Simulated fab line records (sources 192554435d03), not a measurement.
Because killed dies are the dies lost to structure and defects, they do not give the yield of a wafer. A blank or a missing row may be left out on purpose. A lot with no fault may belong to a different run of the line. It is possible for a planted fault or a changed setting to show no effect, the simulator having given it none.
Chamber matching	flow n5_finfet	4 sister chambers for N5_SPACER0_ALD_08 on ald_sin-02
The step deposits SiNx, target thk 2 nm. 14 wafers are shown with their chamber, then 7 later ones without.

== EACH WAFER AND ITS CHAMBER ==
wafer	chamber	heater_power_w (W)
L075.4	1	810
L075.5	1	833
L075.6	2	833
L087.3	3	835
L087.5	1	803
L087.6	2	840
L089.1	0	819
L089.2	1	790
L089.3	3	842
L090.1	0	806
L090.3	1	809
L090.5	3	839
L094.3	3	825
L094.4	0	828

SIGNATURES, as means of the wafers listed above
reading	chamber 0	chamber 1	chamber 2	chamber 3	scatter within a chamber
heater_power_w	817.67	809.00	836.50	835.25	11.9
Rule: distance of a wafer from a chamber = root of the sum over the readings of ((wafer's reading minus chamber's mean) / reading's scatter) squared. If the next closest chamber is less than 2 further off than the closest, the wafer can't be placed; otherwise it belongs to the closest. How the scatter is found: for the shown wafers, subtract from each reading the mean of its chamber, square and add these, divide the total by (wafers less chambers), then take the root.

== WAFERS MISSING THEIR CHAMBER ==
wafer	heater_power_w (W)
L094.6	839
L096.4	840
L096.5	817
L096.6	838
L097.2	810
L097.4	815
L097.6	839

== THE CHAMBER EACH PASSED THROUGH ==
wafer	from the rows above	in truth
L094.6	can't be placed: 2 or 3 or 0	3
L096.4	can't be placed: 2 or 3 or 0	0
L096.5	can't be placed: 0 or 1 or 3 or 2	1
L096.6	can't be placed: 2 or 3 or 0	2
L097.2	can't be placed: 1 or 0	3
L097.4	can't be placed: 0 or 1 or 3 or 2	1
L097.6	can't be placed: 2 or 3 or 0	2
0 of 7 placed correctly. From these rows, 7 cannot be placed; in 6 the true chamber is one of the candidates. Wrongly placed: 0.
